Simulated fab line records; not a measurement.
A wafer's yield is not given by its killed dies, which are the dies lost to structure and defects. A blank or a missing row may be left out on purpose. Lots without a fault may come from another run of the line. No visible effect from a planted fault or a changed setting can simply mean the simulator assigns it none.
Which tool is to blame? || flow n5-finfet || 24 lots with 72 wafers sampled at 3 steps, on a route of 1938 steps

WHAT THE GAUGES SHOWED, per wafer
N5_BEOL_M2_CD_MEAS_11 targets a cd of 16.79 nm. Usual: cd-nm at 16.84 nm, with a standard deviation of 0.23.
{"lot": "L074", "measured": "day 7 07:10", "on": "cd-sem-03", "cd-nm (nm)": "16.83 17.04 16.80", "flag": ""}
{"lot": "L076", "measured": "day 7 09:03", "on": "cd-sem-01", "cd-nm (nm)": "16.51 16.91 16.82", "flag": ""}
{"lot": "L075", "measured": "day 7 11:01", "on": "cd-sem-02", "cd-nm (nm)": "17.24 16.96 17.06", "flag": ""}
{"lot": "L077", "measured": "day 7 11:04", "on": "cd-sem-03", "cd-nm (nm)": "16.65 16.93 16.40", "flag": ""}
{"lot": "L078", "measured": "day 7 12:43", "on": "cd-sem-03", "cd-nm (nm)": "16.90 16.72 16.75", "flag": ""}
{"lot": "L079", "measured": "day 7 17:51", "on": "cd-sem-03", "cd-nm (nm)": "16.67 16.73 16.61", "flag": ""}
{"lot": "L080", "measured": "day 8 05:38", "on": "cd-sem-02", "cd-nm (nm)": "16.79 17.37 16.94", "flag": ""}
{"lot": "L081", "measured": "day 8 12:20", "on": "cd-sem-03", "cd-nm (nm)": "16.77 16.64 16.70", "flag": ""}
{"lot": "L082", "measured": "day 8 17:05", "on": "cd-sem-03", "cd-nm (nm)": "16.69 16.75 16.34", "flag": ""}
{"lot": "L083", "measured": "day 8 18:53", "on": "cd-sem-03", "cd-nm (nm)": "16.50 16.95 16.73", "flag": ""}
{"lot": "L084", "measured": "day 8 22:47", "on": "cd-sem-02", "cd-nm (nm)": "17.30 16.94 16.76", "flag": ""}
{"lot": "L086", "measured": "day 10 00:37", "on": "cd-sem-01", "cd-nm (nm)": "16.81 16.94 16.45", "flag": ""}
{"lot": "L088", "measured": "day 10 03:04", "on": "cd-sem-02", "cd-nm (nm)": "16.62 17.00 16.87", "flag": ""}
{"lot": "L087", "measured": "day 10 04:26", "on": "cd-sem-01", "cd-nm (nm)": "16.93 16.78 16.91", "flag": ""}
{"lot": "L085", "measured": "day 10 05:46", "on": "cd-sem-02", "cd-nm (nm)": "17.02 16.81 17.07", "flag": ""}
{"lot": "L090", "measured": "day 10 10:12", "on": "cd-sem-02", "cd-nm (nm)": "17.11 16.74 16.60", "flag": ""}
{"lot": "L089", "measured": "day 10 10:54", "on": "cd-sem-03", "cd-nm (nm)": "16.48 16.76 16.64", "flag": ""}
{"lot": "L091", "measured": "day 10 20:05", "on": "cd-sem-03", "cd-nm (nm)": "16.81 17.24 16.87", "flag": ""}
{"lot": "L092", "measured": "day 11 01:41", "on": "cd-sem-02", "cd-nm (nm)": "16.92 16.99 16.75", "flag": ""}
{"lot": "L093", "measured": "day 11 10:40", "on": "cd-sem-03", "cd-nm (nm)": "16.37 17.02 16.69", "flag": ""}
{"lot": "L095", "measured": "day 11 15:58", "on": "cd-sem-03", "cd-nm (nm)": "16.53 16.91 17.01", "flag": ""}
{"lot": "L094", "measured": "day 11 16:08", "on": "cd-sem-01", "cd-nm (nm)": "16.87 16.76 16.72", "flag": ""}
{"lot": "L096", "measured": "day 12 00:11", "on": "cd-sem-02", "cd-nm (nm)": "16.64 17.25 16.87", "flag": ""}
{"lot": "L097", "measured": "day 12 22:38", "on": "cd-sem-02", "cd-nm (nm)": "17.00 16.59 16.97", "flag": ""}

N5_BEOL_M2_CD_MEAS_18: pitch 36 nm, target cd 18 nm. Usual: cd-nm at 18.1 nm, with a standard deviation of 0.33.
{"lot": "L074", "measured": "day 7 07:55", "on": "cd-sem-02", "cd-nm (nm)": "18.4 18.5 18.5", "flag": ""}
{"lot": "L076", "measured": "day 7 10:11", "on": "cd-sem-02", "cd-nm (nm)": "18.7 17.8 18.4", "flag": ""}
{"lot": "L075", "measured": "day 7 11:45", "on": "cd-sem-01", "cd-nm (nm)": "18.0 18.6 18.3", "flag": ""}
{"lot": "L077", "measured": "day 7 11:55", "on": "cd-sem-02", "cd-nm (nm)": "18.2 17.8 18.4", "flag": ""}
{"lot": "L078", "measured": "day 7 13:19", "on": "cd-sem-03", "cd-nm (nm)": "18.3 18.0 18.0", "flag": ""}
{"lot": "L079", "measured": "day 7 18:25", "on": "cd-sem-01", "cd-nm (nm)": "17.9 17.7 18.1", "flag": ""}
{"lot": "L080", "measured": "day 8 06:11", "on": "cd-sem-01", "cd-nm (nm)": "18.0 18.0 17.5", "flag": ""}
{"lot": "L081", "measured": "day 8 13:09", "on": "cd-sem-01", "cd-nm (nm)": "18.1 18.0 18.0", "flag": ""}
{"lot": "L082", "measured": "day 8 17:50", "on": "cd-sem-02", "cd-nm (nm)": "17.8 17.6 17.8", "flag": ""}
{"lot": "L083", "measured": "day 8 19:37", "on": "cd-sem-03", "cd-nm (nm)": "18.4 18.0 18.2", "flag": ""}
{"lot": "L084", "measured": "day 8 23:20", "on": "cd-sem-03", "cd-nm (nm)": "18.5 18.8 18.2", "flag": ""}
{"lot": "L086", "measured": "day 10 01:26", "on": "cd-sem-02", "cd-nm (nm)": "18.2 18.5 17.5", "flag": ""}
{"lot": "L088", "measured": "day 10 04:32", "on": "cd-sem-03", "cd-nm (nm)": "18.2 17.9 18.1", "flag": ""}
{"lot": "L087", "measured": "day 10 05:41", "on": "cd-sem-01", "cd-nm (nm)": "18.6 18.0 17.9", "flag": ""}
{"lot": "L085", "measured": "day 10 06:35", "on": "cd-sem-01", "cd-nm (nm)": "18.1 18.5 18.1", "flag": ""}
{"lot": "L090", "measured": "day 10 10:54", "on": "cd-sem-02", "cd-nm (nm)": "17.8 18.3 18.0", "flag": ""}
{"lot": "L089", "measured": "day 10 11:27", "on": "cd-sem-01", "cd-nm (nm)": "17.8 17.7 18.6", "flag": ""}
{"lot": "L091", "measured": "day 10 20:41", "on": "cd-sem-03", "cd-nm (nm)": "18.2 18.8 17.9", "flag": ""}
{"lot": "L092", "measured": "day 11 02:14", "on": "cd-sem-02", "cd-nm (nm)": "17.8 17.7 18.2", "flag": ""}
{"lot": "L093", "measured": "day 11 11:22", "on": "cd-sem-03", "cd-nm (nm)": "17.5 18.1 17.4", "flag": ""}
{"lot": "L095", "measured": "day 11 16:32", "on": "cd-sem-02", "cd-nm (nm)": "18.2 17.3 18.4", "flag": ""}
{"lot": "L094", "measured": "day 11 16:41", "on": "cd-sem-03", "cd-nm (nm)": "18.2 18.4 18.0", "flag": ""}
{"lot": "L096", "measured": "day 12 00:46", "on": "cd-sem-02", "cd-nm (nm)": "18.2 17.5 17.9", "flag": ""}
{"lot": "L097", "measured": "day 13 01:02", "on": "cd-sem-01", "cd-nm (nm)": "17.8 17.8 18.5", "flag": ""}

WHICH TOOL RAN EACH LOT (tool, then ch and the chambers of the sampled wafers, then the start)
{"lot": "L074", "N5_BEOL_M2_HM_DEP_02": "pvd-sputter-02, day 7 06:46"}
{"lot": "L076", "N5_BEOL_M2_HM_DEP_02": "pvd-sputter-03, day 7 08:39"}
{"lot": "L075", "N5_BEOL_M2_HM_DEP_02": "pvd-sputter-01, day 7 10:30"}
{"lot": "L077", "N5_BEOL_M2_HM_DEP_02": "pvd-sputter-01, day 7 10:36"}
{"lot": "L078", "N5_BEOL_M2_HM_DEP_02": "pvd-sputter-03, day 7 12:11"}
{"lot": "L079", "N5_BEOL_M2_HM_DEP_02": "pvd-sputter-03, day 7 17:20"}
{"lot": "L080", "N5_BEOL_M2_HM_DEP_02": "pvd-sputter-03, day 8 05:14"}
{"lot": "L081", "N5_BEOL_M2_HM_DEP_02": "pvd-sputter-01, day 8 11:49"}
{"lot": "L082", "N5_BEOL_M2_HM_DEP_02": "pvd-sputter-02, day 8 16:41"}
{"lot": "L083", "N5_BEOL_M2_HM_DEP_02": "pvd-sputter-02, day 8 17:35"}
{"lot": "L084", "N5_BEOL_M2_HM_DEP_02": "pvd-sputter-01, day 8 22:22"}
{"lot": "L086", "N5_BEOL_M2_HM_DEP_02": "pvd-sputter-01, day 10 00:13"}
{"lot": "L088", "N5_BEOL_M2_HM_DEP_02": "pvd-sputter-01, day 10 02:32"}
{"lot": "L087", "N5_BEOL_M2_HM_DEP_02": "pvd-sputter-01, day 10 04:02"}
{"lot": "L085", "N5_BEOL_M2_HM_DEP_02": "pvd-sputter-02, day 10 05:22"}
{"lot": "L090", "N5_BEOL_M2_HM_DEP_02": "pvd-sputter-02, day 10 09:49"}
{"lot": "L089", "N5_BEOL_M2_HM_DEP_02": "pvd-sputter-01, day 10 10:30"}
{"lot": "L091", "N5_BEOL_M2_HM_DEP_02": "pvd-sputter-01, day 10 19:34"}
{"lot": "L092", "N5_BEOL_M2_HM_DEP_02": "pvd-sputter-02, day 11 01:09"}
{"lot": "L093", "N5_BEOL_M2_HM_DEP_02": "pvd-sputter-01, day 11 10:16"}
{"lot": "L095", "N5_BEOL_M2_HM_DEP_02": "pvd-sputter-01, day 11 15:26"}
{"lot": "L094", "N5_BEOL_M2_HM_DEP_02": "pvd-sputter-01, day 11 15:32"}
{"lot": "L096", "N5_BEOL_M2_HM_DEP_02": "pvd-sputter-03, day 11 23:40"}
{"lot": "L097", "N5_BEOL_M2_HM_DEP_02": "pvd-sputter-03, day 12 22:04"}
- N5_BEOL_M2_HM_DEP_02: deposits TiN, target thk 20 nm.

AS READ BY THE TOOLS THEMSELVES (means over the sampled wafers that have a number; for cases with no such wafer, the mark the record gives instead)
N5_BEOL_M2_HM_DEP_02. Usual: throttle-valve-pct at 29.8 %, with a standard deviation of 0.87.
{"lot": "L074", "tool": "pvd-sputter-02", "throttle-valve-pct (%)": 29.9, "flag": ""}
{"lot": "L076", "tool": "pvd-sputter-03", "throttle-valve-pct (%)": 30.6, "flag": ""}
{"lot": "L075", "tool": "pvd-sputter-01", "throttle-valve-pct (%)": 29.3, "flag": ""}
{"lot": "L077", "tool": "pvd-sputter-01", "throttle-valve-pct (%)": 29.0, "flag": ""}
{"lot": "L078", "tool": "pvd-sputter-03", "throttle-valve-pct (%)": 30.8, "flag": ""}
{"lot": "L079", "tool": "pvd-sputter-03", "throttle-valve-pct (%)": 30.7, "flag": ""}
{"lot": "L080", "tool": "pvd-sputter-03", "throttle-valve-pct (%)": 30.6, "flag": ""}
{"lot": "L081", "tool": "pvd-sputter-01", "throttle-valve-pct (%)": 29.3, "flag": ""}
{"lot": "L082", "tool": "pvd-sputter-02", "throttle-valve-pct (%)": 30.1, "flag": ""}
{"lot": "L083", "tool": "pvd-sputter-02", "throttle-valve-pct (%)": 30.0, "flag": ""}
{"lot": "L084", "tool": "pvd-sputter-01", "throttle-valve-pct (%)": 29.4, "flag": ""}
{"lot": "L086", "tool": "pvd-sputter-01", "throttle-valve-pct (%)": 29.1, "flag": ""}
{"lot": "L088", "tool": "pvd-sputter-01", "throttle-valve-pct (%)": 29.7, "flag": ""}
{"lot": "L087", "tool": "pvd-sputter-01", "throttle-valve-pct (%)": 29.7, "flag": ""}
{"lot": "L085", "tool": "pvd-sputter-02", "throttle-valve-pct (%)": 29.9, "flag": ""}
{"lot": "L090", "tool": "pvd-sputter-02", "throttle-valve-pct (%)": 29.7, "flag": ""}
{"lot": "L089", "tool": "pvd-sputter-01", "throttle-valve-pct (%)": 29.3, "flag": ""}
{"lot": "L091", "tool": "pvd-sputter-01", "throttle-valve-pct (%)": 28.6, "flag": ""}
{"lot": "L092", "tool": "pvd-sputter-02", "throttle-valve-pct (%)": 29.8, "flag": ""}
{"lot": "L093", "tool": "pvd-sputter-01", "throttle-valve-pct (%)": 29.8, "flag": ""}
{"lot": "L095", "tool": "pvd-sputter-01", "throttle-valve-pct (%)": 29.8, "flag": ""}
{"lot": "L094", "tool": "pvd-sputter-01", "throttle-valve-pct (%)": 29.3, "flag": ""}
{"lot": "L096", "tool": "pvd-sputter-03", "throttle-valve-pct (%)": 30.8, "flag": ""}
{"lot": "L097", "tool": "pvd-sputter-03", "throttle-valve-pct (%)": 30.7, "flag": ""}

THE ANSWER, worked out from the rows above alone
Rule: a lot counts as off when the mean over its wafers that have a number is more than 3 standard deviations away from the usual mean. Also off: a lot with no number at a reading for which 4 or more lots have one. The other lots that the step has rows for count as sound. After the gauges, taken in route order, come the tools' own readings; for these a lot's mean is taken, as printed above. The first step at which some lot is off is used, and at that step the reading that is off furthest; a lot without a number counts as furthest.
Nothing can be told from this: no lot is off at any reading shown.

WHAT HAD BEEN PUT IN BY THE SIMULATOR
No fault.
